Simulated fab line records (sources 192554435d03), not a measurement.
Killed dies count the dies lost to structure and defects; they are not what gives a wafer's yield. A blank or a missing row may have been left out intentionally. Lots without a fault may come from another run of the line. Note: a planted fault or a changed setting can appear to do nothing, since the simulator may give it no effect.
Which tool was responsible? | flow n5_finfet | 24 lots, 72 wafers sampled, at 6 steps of a route of 1938

== WHAT EACH GAUGE READ, for each wafer ==
N5_BEOL_M13_INSPECT_12: inspects for defects (macro).
lot  | measured     | on                | raw_defect_count
L074 | day 11 14:02 | defect_inspect-01 | 0 0 4
L075 | day 12 08:43 | defect_inspect-02 | 4 1 2
L076 | day 12 09:08 | defect_inspect-01 | 1 1 4
L077 | day 12 14:26 | defect_inspect-02 | 3 0 0
L079 | day 12 15:53 | defect_inspect-01 | 3 4 2
L078 | day 12 21:40 | defect_inspect-01 | 0 3 1
L080 | day 12 22:24 | defect_inspect-01 | 2 0 2
L081 | day 13 03:30 | defect_inspect-02 | 3 1 1
L083 | day 14 00:37 | defect_inspect-01 | 2 1 5
L082 | day 14 01:05 | defect_inspect-02 | 5 0 1
L084 | day 14 05:02 | defect_inspect-01 | 2 0 4
L086 | day 14 19:39 | defect_inspect-01 | 3 0 2
L087 | day 15 06:37 | defect_inspect-02 | 1 3 4
L088 | day 15 06:47 | defect_inspect-02 | 1 0 1
L085 | day 15 07:01 | defect_inspect-01 | 1 1 5
L090 | day 15 20:30 | defect_inspect-01 | 2 4 1
L091 | day 16 05:29 | defect_inspect-01 | 4 1 7
L089 | day 16 12:15 | defect_inspect-02 | 3 0 2
L093 | day 16 21:12 | defect_inspect-02 | 2 3 1
L092 | day 17 02:07 | defect_inspect-01 | 1 5 1
L096 | day 17 06:55 | defect_inspect-01 | 1 0 0
L094 | day 17 07:14 | defect_inspect-02 | 4 3 2
L095 | day 17 08:23 | defect_inspect-01 | 1 4 2
L097 | day 18 05:44 | defect_inspect-01 | 1 2 2

N5_BEOL_M13_INSPECT_55: inspects for defects (darkfield).
lot  | measured     | on                | raw_defect_count
L074 | day 11 21:14 | defect_inspect-01 | 62 66 71
L075 | day 12 12:50 | defect_inspect-01 | 58 31 45
L076 | day 12 12:41 | defect_inspect-01 | 60 75 66
L077 | day 12 22:09 | defect_inspect-01 | 59 87 65
L079 | day 12 22:23 | defect_inspect-02 | 111 63 111
L078 | day 13 03:48 | defect_inspect-02 | 46 72 41
L080 | day 13 06:40 | defect_inspect-02 | 69 90 92
L081 | day 13 07:28 | defect_inspect-01 | 53 68 52
L083 | day 14 03:55 | defect_inspect-02 | 82 83 83
L082 | day 14 08:24 | defect_inspect-02 | 116 85 80
L084 | day 14 09:46 | defect_inspect-01 | 81 47 51
L086 | day 14 23:30 | defect_inspect-01 | 72 56 64
L087 | day 15 13:40 | defect_inspect-01 | 52 71 34
L088 | day 15 11:40 | defect_inspect-02 | 91 62 69
L085 | day 15 13:09 | defect_inspect-01 | 45 53 118
L090 | day 16 02:34 | defect_inspect-02 | 72 71 67
L091 | day 16 11:14 | defect_inspect-02 | 80 100 77
L089 | day 16 18:43 | defect_inspect-01 | 82 49 50
L093 | day 17 00:46 | defect_inspect-02 | 44 43 55
L092 | day 17 06:05 | defect_inspect-01 | 66 81 57
L096 | day 17 16:57 | defect_inspect-01 | 65 90 76
L094 | day 17 17:12 | defect_inspect-02 | 78 38 53
L095 | day 17 17:58 | defect_inspect-01 | 60 73 137
L097 | day 18 12:25 | defect_inspect-02 | 39 39 74

== TOOL THAT RAN EACH LOT (tool first, then ch and the chambers of the sampled wafers, then the start) ==
lot  | N5_BEOL_M13_ILD_DEP_00          | N5_BEOL_M13_ETCH_59                | N5_BEOL_M13_VIA_ETCH_16            | N5_BEOL_M13_PRE_CLEAN_42
L074 | pecvd-04 ch 0,1, day 11 13:24   | rie_diel-04 ch 0,3, day 11 14:12   | rie_diel-04 ch 0,3, day 11 14:15   | pvd_sputter-01, day 11 19:58
L075 | pecvd-03 ch 0,2, day 12 08:02   | rie_diel-04 ch 1,2,3, day 12 08:47 | rie_diel-04 ch 1,2,3, day 12 08:50 | pvd_sputter-01, day 12 11:26
L076 | pecvd-02 ch 0,2, day 12 08:37   | rie_diel-04 ch 0,1, day 12 09:12   | rie_diel-04 ch 0,1, day 12 09:15   | pvd_sputter-03, day 12 11:28
L077 | pecvd-02 ch 0,2, day 12 13:48   | rie_diel-01 ch 0,1, day 12 14:30   | rie_diel-01 ch 0,1, day 12 14:33   | pvd_sputter-01, day 12 19:54
L079 | pecvd-03 ch 0,2, day 12 15:22   | rie_diel-04 ch 0,1,2, day 12 16:01 | rie_diel-04 ch 0,1,2, day 12 16:04 | pvd_sputter-03, day 12 20:10
L078 | pecvd-03 ch 0,1,2, day 12 21:05 | rie_diel-04 ch 2,3, day 12 21:43   | rie_diel-04 ch 2,3, day 12 21:47   | pvd_sputter-03, day 13 02:35
L080 | pecvd-03 ch 0,1,2, day 12 21:53 | rie_diel-01 ch 0,1,2, day 12 23:02 | rie_diel-01 ch 0,1,2, day 12 23:05 | pvd_sputter-01, day 13 05:15
L081 | pecvd-04 ch 0,1,2, day 13 02:52 | rie_diel-03 ch 1,3, day 13 03:34   | rie_diel-03 ch 1,3, day 13 03:37   | pvd_sputter-03, day 13 05:53
L083 | pecvd-03 ch 0,1,2, day 13 23:59 | rie_diel-04 ch 0,1, day 14 00:41   | rie_diel-04 ch 0,1, day 14 00:44   | pvd_sputter-03, day 14 02:41
L082 | pecvd-02 ch 0,1,2, day 14 00:35 | rie_diel-04 ch 0,3, day 14 01:10   | rie_diel-04 ch 0,3, day 14 01:13   | pvd_sputter-02, day 14 07:10
L084 | pecvd-02 ch 0,1,2, day 14 04:24 | rie_diel-01 ch 0,2,3, day 14 05:07 | rie_diel-01 ch 0,2,3, day 14 05:10 | pvd_sputter-02, day 14 07:53
L086 | pecvd-04 ch 0,1,2, day 14 19:01 | rie_diel-04 ch 0,1,3, day 14 19:56 | rie_diel-04 ch 0,1,3, day 14 20:00 | pvd_sputter-01, day 14 22:14
L087 | pecvd-03 ch 1,2, day 15 05:59   | rie_diel-01 ch 1,2,3, day 15 06:41 | rie_diel-01 ch 1,2,3, day 15 06:44 | pvd_sputter-03, day 15 12:08
L088 | pecvd-04 ch 0,1, day 15 06:04   | rie_diel-03 ch 1,2,3, day 15 07:00 | rie_diel-03 ch 1,2,3, day 15 07:03 | pvd_sputter-03, day 15 10:25
L085 | pecvd-02 ch 0,1,2, day 15 06:22 | rie_diel-01 ch 1,2,3, day 15 07:28 | rie_diel-01 ch 1,2,3, day 15 07:31 | pvd_sputter-03, day 15 11:30
L090 | pecvd-03 ch 0,2, day 15 19:58   | rie_diel-04 ch 1,2, day 15 20:38   | rie_diel-04 ch 1,2, day 15 20:41   | pvd_sputter-01, day 16 00:22
L091 | pecvd-02 ch 0,1,2, day 16 04:51 | rie_diel-03 ch 1,2,3, day 16 05:33 | rie_diel-03 ch 1,2,3, day 16 05:37 | pvd_sputter-03, day 16 10:01
L089 | pecvd-03 ch 0,2, day 16 11:44   | rie_diel-01 ch 1,2, day 16 12:19   | rie_diel-01 ch 1,2, day 16 12:22   | pvd_sputter-02, day 16 16:59
L093 | pecvd-04 ch 1,2, day 16 20:34   | rie_diel-01 ch 1,2, day 16 21:16   | rie_diel-01 ch 1,2, day 16 21:20   | pvd_sputter-01, day 16 23:32
L092 | pecvd-02 ch 0,2, day 17 01:32   | rie_diel-04 ch 0,2,3, day 17 02:11 | rie_diel-04 ch 0,2,3, day 17 02:14 | pvd_sputter-01, day 17 04:49
L096 | pecvd-03 ch 0,1,2, day 17 06:25 | rie_diel-04 ch 0,2,3, day 17 07:16 | rie_diel-04 ch 0,2,3, day 17 07:19 | pvd_sputter-02, day 17 15:43
L094 | pecvd-04 ch 0,2, day 17 06:35   | rie_diel-03 ch 1,3, day 17 07:20   | rie_diel-03 ch 1,3, day 17 07:23   | pvd_sputter-01, day 17 15:49
L095 | pecvd-02 ch 0,2, day 17 07:49   | rie_diel-01 ch 0,1,2, day 17 08:27 | rie_diel-01 ch 0,1,2, day 17 08:30 | pvd_sputter-03, day 17 16:14
L097 | pecvd-02 ch 0,2, day 18 04:57   | rie_diel-03 ch 0,3, day 18 05:57   | rie_diel-03 ch 0,3, day 18 06:00   | pvd_sputter-03, day 18 11:08
- N5_BEOL_M13_ILD_DEP_00: deposits SiOC from DEMS/O2, target thk 837.92 nm, time 166.4 s.
- N5_BEOL_M13_ETCH_59: etches BARC in N2/H2, target depth 89 nm, overetch 26.7 nm, time 67.9 s.
- N5_BEOL_M13_VIA_ETCH_16: etches SiOC in C4F8/O2/Ar, target depth 921.7 nm.
- N5_BEOL_M13_PRE_CLEAN_42: time 30 s.

== WHAT THE TOOLS THEMSELVES READ (means of the sampled wafers that have a number; where no wafer has one, the mark that the record gives instead) ==
N5_BEOL_M13_ILD_DEP_00.
lot  | tool     | heater_power_w (W) | rf_fwd_power_W (W) | showerhead_plenum_p_Torr (Torr) | throttle_valve_pct (%)
L074 | pecvd-04 | 401                | 497.2              | 5.696                           | 13.0
L075 | pecvd-03 | 542                | 497.7              | 5.704                           | 11.6
L076 | pecvd-02 | 468                | 497.9              | 5.714                           | 11.7
L077 | pecvd-02 | 449                | 497.1              | 5.722                           | 11.6
L079 | pecvd-03 | 559                | 496.9              | 5.706                           | 11.5
L078 | pecvd-03 | 594                | 498.1              | 5.696                           | 11.3
L080 | pecvd-03 | 563                | 497.3              | 5.697                           | 11.6
L081 | pecvd-04 | 407                | 498.5              | 5.698                           | 12.4
L083 | pecvd-03 | 536                | 498.5              | 5.690                           | 11.6
L082 | pecvd-02 | 520                | 497.0              | 5.710                           | 11.9
L084 | pecvd-02 | 534                | 499.1              | 5.712                           | 11.9
L086 | pecvd-04 | 443                | 498.2              | 5.702                           | 12.6
L087 | pecvd-03 | 626                | 498.2              | 5.697                           | 11.5
L088 | pecvd-04 | 418                | 497.5              | 5.695                           | 13.1
L085 | pecvd-02 | 477                | 498.0              | 5.712                           | 11.8
L090 | pecvd-03 | 593                | 498.9              | 5.698                           | 11.5
L091 | pecvd-02 | 527                | 498.3              | 5.708                           | 11.7
L089 | pecvd-03 | 557                | 498.1              | 5.700                           | 11.6
L093 | pecvd-04 | 372                | 497.1              | 5.704                           | 11.9
L092 | pecvd-02 | 465                | 499.0              | 5.707                           | 11.7
L096 | pecvd-03 | 547                | 498.4              | 5.696                           | 11.6
L094 | pecvd-04 | 444                | 499.5              | 5.703                           | 12.0
L095 | pecvd-02 | 455                | 496.5              | 5.721                           | 11.9
L097 | pecvd-02 | 454                | 498.4              | 5.716                           | 11.8

N5_BEOL_M13_ETCH_59.
lot  | tool        | drypump_motor_current_A (A) | n2_flow_sccm (sccm) | oes_product_au (a.u.) | rf_fwd_power_W (W) | rf_vpp_V (V) | showerhead_plenum_p_Torr (Torr) | throttle_valve_pct (%)
L074 | rie_diel-04 | 6.0                         | 199.1               | 0.67                  | 826                | 524.1        | 2.56                            | 18.18
L075 | rie_diel-04 | 5.6                         | 199.8               | 0.62                  | 831                | 522.5        | 2.50                            | 18.08
L076 | rie_diel-04 | 5.4                         | 199.9               | 0.72                  | 834                | 523.9        | 2.56                            | 17.92
L077 | rie_diel-01 | 5.2                         | 200.3               | 0.67                  | 830                | 521.9        | 2.50                            | 18.10
L079 | rie_diel-04 | 5.2                         | 200.7               | 0.66                  | 831                | 522.6        | 2.51                            | 17.96
L078 | rie_diel-04 | 5.9                         | 199.9               | 0.61                  | 829                | 522.2        | 2.51                            | 18.26
L080 | rie_diel-01 | 5.3                         | 199.7               | 0.70                  | 831                | 523.8        | 2.51                            | 17.89
L081 | rie_diel-03 | 5.8                         | 199.7               | 0.64                  | 833                | 522.5        | 2.50                            | 18.08
L083 | rie_diel-04 | 5.6                         | 200.3               | 0.67                  | 832                | 523.8        | 2.53                            | 17.91
L082 | rie_diel-04 | 6.0                         | 200.3               | 0.65                  | 829                | 523.2        | 2.55                            | 18.21
L084 | rie_diel-01 | 5.5                         | 199.5               | 0.73                  | 833                | 524.5        | 2.57                            | 17.60
L086 | rie_diel-04 | 5.8                         | 199.8               | 0.65                  | 832                | 523.9        | 2.54                            | 18.07
L087 | rie_diel-01 | 5.4                         | 200.4               | 0.68                  | 830                | 521.8        | 2.46                            | 17.77
L088 | rie_diel-03 | 5.6                         | 199.3               | 0.65                  | 831                | 522.1        | 2.51                            | 18.02
L085 | rie_diel-01 | 5.4                         | 199.6               | 0.68                  | 833                | 522.9        | 2.46                            | 17.78
L090 | rie_diel-04 | 5.4                         | 199.8               | 0.69                  | 830                | 525.5        | 2.58                            | 17.80
L091 | rie_diel-03 | 5.6                         | 200.0               | 0.65                  | 832                | 522.6        | 2.50                            | 18.03
L089 | rie_diel-01 | 5.3                         | 200.2               | 0.68                  | 835                | 521.9        | 2.42                            | 17.90
L093 | rie_diel-01 | 5.3                         | 199.9               | 0.67                  | 833                | 520.1        | 2.42                            | 17.91
L092 | rie_diel-04 | 5.5                         | 200.0               | 0.70                  | 832                | 525.5        | 2.61                            | 18.02
L096 | rie_diel-04 | 5.5                         | 200.2               | 0.70                  | 830                | 525.5        | 2.61                            | 18.02
L094 | rie_diel-03 | 5.8                         | 201.0               | 0.62                  | 834                | 522.1        | 2.49                            | 18.14
L095 | rie_diel-01 | 5.3                         | 199.7               | 0.67                  | 833                | 523.0        | 2.50                            | 17.95
L097 | rie_diel-03 | 5.4                         | 200.2               | 0.70                  | 834                | 526.0        | 2.59                            | 17.62

N5_BEOL_M13_VIA_ETCH_16.
lot  | tool        | drypump_motor_current_A (A) | oes_product_au (a.u.) | rf_fwd_power_W (W) | rf_vpp_V (V) | showerhead_plenum_p_Torr (Torr) | throttle_valve_pct (%)
L074 | rie_diel-04 | 6.1                         | 0.70                  | 2987               | 665          | 3.43                            | 24.5
L075 | rie_diel-04 | 5.6                         | 0.66                  | 2985               | 664          | 3.33                            | 24.2
L076 | rie_diel-04 | 5.4                         | 0.75                  | 2989               | 666          | 3.45                            | 24.3
L077 | rie_diel-01 | 5.2                         | 0.70                  | 2988               | 664          | 3.39                            | 24.5
L079 | rie_diel-04 | 5.3                         | 0.70                  | 2985               | 664          | 3.35                            | 24.2
L078 | rie_diel-04 | 5.9                         | 0.64                  | 2990               | 663          | 3.33                            | 24.3
L080 | rie_diel-01 | 5.3                         | 0.75                  | 2993               | 666          | 3.38                            | 24.2
L081 | rie_diel-03 | 5.8                         | 0.67                  | 2995               | 664          | 3.36                            | 24.4
L083 | rie_diel-04 | 5.5                         | 0.71                  | 2989               | 666          | 3.41                            | 24.3
L082 | rie_diel-04 | 6.0                         | 0.69                  | 2991               | 666          | 3.42                            | 24.5
L084 | rie_diel-01 | 5.5                         | 0.79                  | 2995               | 667          | 3.45                            | 24.0
L086 | rie_diel-04 | 5.8                         | 0.69                  | 2986               | 665          | 3.42                            | 24.4
L087 | rie_diel-01 | 5.4                         | 0.72                  | 2994               | 663          | 3.36                            | 24.3
L088 | rie_diel-03 | 5.6                         | 0.68                  | 3002               | 665          | 3.38                            | 24.4
L085 | rie_diel-01 | 5.4                         | 0.72                  | 3005               | 663          | 3.36                            | 24.2
L090 | rie_diel-04 | 5.4                         | 0.73                  | 2998               | 666          | 3.44                            | 24.0
L091 | rie_diel-03 | 5.6                         | 0.68                  | 2986               | 665          | 3.38                            | 24.4
L089 | rie_diel-01 | 5.4                         | 0.70                  | 2986               | 661          | 3.28                            | 24.2
L093 | rie_diel-01 | 5.4                         | 0.71                  | 2983               | 661          | 3.28                            | 24.2
L092 | rie_diel-04 | 5.5                         | 0.74                  | 2995               | 668          | 3.47                            | 24.2
L096 | rie_diel-04 | 5.5                         | 0.73                  | 2987               | 669          | 3.47                            | 24.2
L094 | rie_diel-03 | 5.8                         | 0.65                  | 3002               | 663          | 3.35                            | 24.4
L095 | rie_diel-01 | 5.3                         | 0.71                  | 2983               | 664          | 3.37                            | 24.3
L097 | rie_diel-03 | 5.4                         | 0.74                  | 2998               | 667          | 3.50                            | 24.3

N5_BEOL_M13_PRE_CLEAN_42.
lot  | tool           | heater_power_w (W)
L074 | pvd_sputter-01 | 358
L075 | pvd_sputter-01 | 350
L076 | pvd_sputter-03 | 318
L077 | pvd_sputter-01 | 374
L079 | pvd_sputter-03 | 322
L078 | pvd_sputter-03 | 325
L080 | pvd_sputter-01 | 313
L081 | pvd_sputter-03 | 318
L083 | pvd_sputter-03 | 319
L082 | pvd_sputter-02 | 322
L084 | pvd_sputter-02 | 298
L086 | pvd_sputter-01 | 360
L087 | pvd_sputter-03 | 326
L088 | pvd_sputter-03 | 321
L085 | pvd_sputter-03 | 334
L090 | pvd_sputter-01 | 371
L091 | pvd_sputter-03 | 329
L089 | pvd_sputter-02 | 316
L093 | pvd_sputter-01 | 352
L092 | pvd_sputter-01 | 379
L096 | pvd_sputter-02 | 338
L094 | pvd_sputter-01 | 320
L095 | pvd_sputter-03 | 328
L097 | pvd_sputter-03 | 325

== THE ANSWER, worked out from the rows above alone ==
Rule: usual is defined by the lots themselves. The widest of any qualifying gaps counts: lots, ordered by their means at a reading, are off when they make up no more than a third of the lots, leave a main group of 4 or more, and stand apart from it by 3 or more times the standard deviation of that group's means. Not used: any main group whose means are identical at the precision the tables above print for the reading. Also off: a lot with no number at a reading for which 4 or more lots have one. The other lots that the step has rows for count as sound. First the gauges in route order, then the tools' own readings, where a lot's mean is used as printed above. At the first step where some lot is off, the reading lying furthest off is the one used; lots without a number count as furthest.
No lot is off at any reading shown: from this, nothing can be told.

== WHAT THE SIMULATOR HAD INSERTED ==
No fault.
